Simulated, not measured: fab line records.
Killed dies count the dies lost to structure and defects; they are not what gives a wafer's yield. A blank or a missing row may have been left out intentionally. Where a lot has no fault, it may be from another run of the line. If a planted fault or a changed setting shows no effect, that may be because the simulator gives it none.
Lot-split experiment | flow n5_finfet | on a route of 1938 steps: 7 lots, 39 wafers read

## THE SPLIT ITSELF
At N5_BEOL_M1_ETCH_70 (etches SOC in N2/H2, target depth 80 nm, overetch 16 nm, time 120 s), the setting time_s was moved away from the recipe's 120 s on 18 of the 39 wafers read, by -54.5% to +55.6%. The other wafers ran this setting at the recipe's value.

## FROM THE SPLIT TO THE READING: what the file shows between them, 2 steps
- N5_BEOL_M1_STRIP_71: strips in N2/H2
- N5_BEOL_M1_STRIP_78: strips in N2/H2

## THE READING
BEOL_M1.cd_nm (the simulator's own value, which no gauge read), in nm, at N5_BEOL_M1_VIA_ETCH_34 (etches the open film in C4F6/O2, target depth 67.8 nm, time 64.4 s). No usual value for it is given in the file. Here, 21 wafers ran the recipe; their average is 18.1 nm with a standard deviation of 0.32 nm.

wafer  | tool, chamber at the split | time_s as run, s | against the recipe | BEOL_M1.cd_nm, nm | against lot-mates on the recipe
L076.1 | rie_diel-04, 1             | 120              | recipe             | 18.6              | -
L076.2 | rie_diel-04, 0             | 54.54            | -54.5%             | 16.6              | -1.6
L076.3 | rie_diel-04, 3             | 54.54            | -54.5%             | 17                | -1.2
L076.4 | rie_diel-04, 2             | 120              | recipe             | 18                | -
L076.6 | rie_diel-04, 1             | 120              | recipe             | 18                | -
L076.5 | rie_diel-04, 0             | 54.54            | -54.5%             | 16.8              | -1.4
L079.1 | rie_diel-05, 3             | 168.6            | +40.5%             | 18.8              | +0.6
L079.6 | rie_diel-05, 3             | 168.6            | +40.5%             | 18.8              | +0.6
L079.2 | rie_diel-05, 2             | 168.6            | +40.5%             | 19.2              | +1.0
L079.3 | rie_diel-05, 1             | 120              | recipe             | 18.2              | -
L079.4 | rie_diel-05, 1             | 120              | recipe             | 18                | -
L079.5 | rie_diel-05, 2             | 120              | recipe             | 18.4              | -
L091.2 | rie_diel-04, 1             | 120              | recipe             | 18.2              | -
L091.4 | rie_diel-04, 2             | 120              | recipe             | 18.6              | -
L091.5 | rie_diel-04, 2             | 120              | recipe             | 18.4              | -
L092.1 | rie_diel-04, 3             | 55.6             | -53.7%             | 16.8              | -0.9
L092.2 | rie_diel-04, 2             | 120              | recipe             | 17.6              | -
L092.3 | rie_diel-04, 0             | 120              | recipe             | 17.6              | -
L092.4 | rie_diel-04, 1             | 55.6             | -53.7%             | 16.6              | -1.1
L092.5 | rie_diel-04, 3             | 120              | recipe             | 17.8              | -
L092.6 | rie_diel-04, 0             | 55.6             | -53.7%             | 16.2              | -1.5
L094.1 | rie_diel-04, 1             | 81.33            | -32.2%             | 17.2              | -0.5
L094.2 | rie_diel-04, 0             | 120              | recipe             | 17.4              | -
L094.3 | rie_diel-04, 2             | 81.33            | -32.2%             | 17                | -0.7
L094.5 | rie_diel-04, 1             | 81.33            | -32.2%             | 17                | -0.7
L094.4 | rie_diel-04, 3             | 120              | recipe             | 18                | -
L094.6 | rie_diel-04, 0             | 120              | recipe             | 17.8              | -
L096.1 | rie_diel-05, 3             | 120              | recipe             | 18.4              | -
L096.2 | rie_diel-05, 0             | 120              | recipe             | 18                | -
L096.3 | rie_diel-05, 2             | 120              | recipe             | 18                | -
L096.4 | rie_diel-05, 1             | 186.7            | +55.6%             | 19.4              | +1.3
L096.5 | rie_diel-05, 0             | 186.7            | +55.6%             | 19.6              | +1.5
L096.6 | rie_diel-05, 1             | 186.7            | +55.6%             | 19.8              | +1.7
L097.1 | rie_diel-03, 0             | 120              | recipe             | 18.2              | -
L097.2 | rie_diel-03, 2             | 120              | recipe             | 18                | -
L097.3 | rie_diel-03, 3             | 154.9            | +29.1%             | 18.8              | +0.6
L097.5 | rie_diel-03, 3             | 154.9            | +29.1%             | 18.8              | +0.6
L097.4 | rie_diel-03, 1             | 154.9            | +29.1%             | 18.6              | +0.4
L097.6 | rie_diel-03, 0             | 120              | recipe             | 18.4              | -

FIT RESULTS
A straight line over all 39 wafers: BEOL_M1.cd_nm changes by +0.0259 nm for each +1% of time_s; r = +0.95; the points scatter about the line by 0.28 nm.
The same after taking each lot's own level away (the mean of its wafers on the recipe; 39 wafers): +0.0229 nm for each +1%; r = +0.96; scatter 0.21 nm.
According to that fit, moving time_s by its largest amount changes the reading by 1.3 nm.
The span of the lots' own levels, 17.67 to 18.40 nm, comes to 2.3 times the standard deviation stated above.
Hence the slope depends on the lot-to-lot level, as the two fits are not the same.
Check: with one of the wafers moved furthest among these (+55.6%) left out of the fit, the line predicts +1.26 nm for it against its lot-mates. It came out at +1.27 nm against them.

## FURTHER SPLITS ON THESE WAFERS
These wafers also went through other splits before the reading. Each is held against what the fit with the lots' levels taken away leaves over:
other split on the same wafers          | wafers away from the commonest value | r with BEOL_M1.cd_nm (lot level and that fit taken away)
N5_ZERO_LAYER_PECVD_02 time_s           | 9                                    | +0.04
N5_FIN_SAQP_PECVD_06 time_s             | 18                                   | -0.05
N5_BEOL_M0_SAQP_HM_DEP_111 target_thk_a | 12                                   | -0.07

## THE WHOLE CHAIN: every reading that the file lists as answering this split, in the file's order
step                   | what it does                                                        | reading                                                                          | change (the file's fit)                                                              | r (the file's)
N5_BEOL_M1_ETCH_70     | etches SOC in N2/H2, target depth 80 nm, overetch 16 nm, time 120 s | etch.depth_nm (the simulator's own value, which no gauge read)                   | not straight: 43.71 at the lowest setting, 59.87 at the recipe, 59.88 at the highest | not given
N5_BEOL_M1_ETCH_70     | etches SOC in N2/H2, target depth 80 nm, overetch 16 nm, time 120 s | SiARC_of_BEOL_M1_COAT_68.thk_nm (the simulator's own value, which no gauge read) | -0.0564 nm for each +1% of the setting                                               | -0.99
N5_BEOL_M1_VIA_ETCH_34 | etches the open film in C4F6/O2, target depth 67.8 nm, time 64.4 s  | BEOL_M1.cd_nm (the simulator's own value, which no gauge read)                   | +0.0229 nm for each +1% of the setting                                               | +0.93

## FILE'S OWN FIT
BEOL_M1.cd_nm changes by +0.0229 nm for each +1% of time_s, r = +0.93.
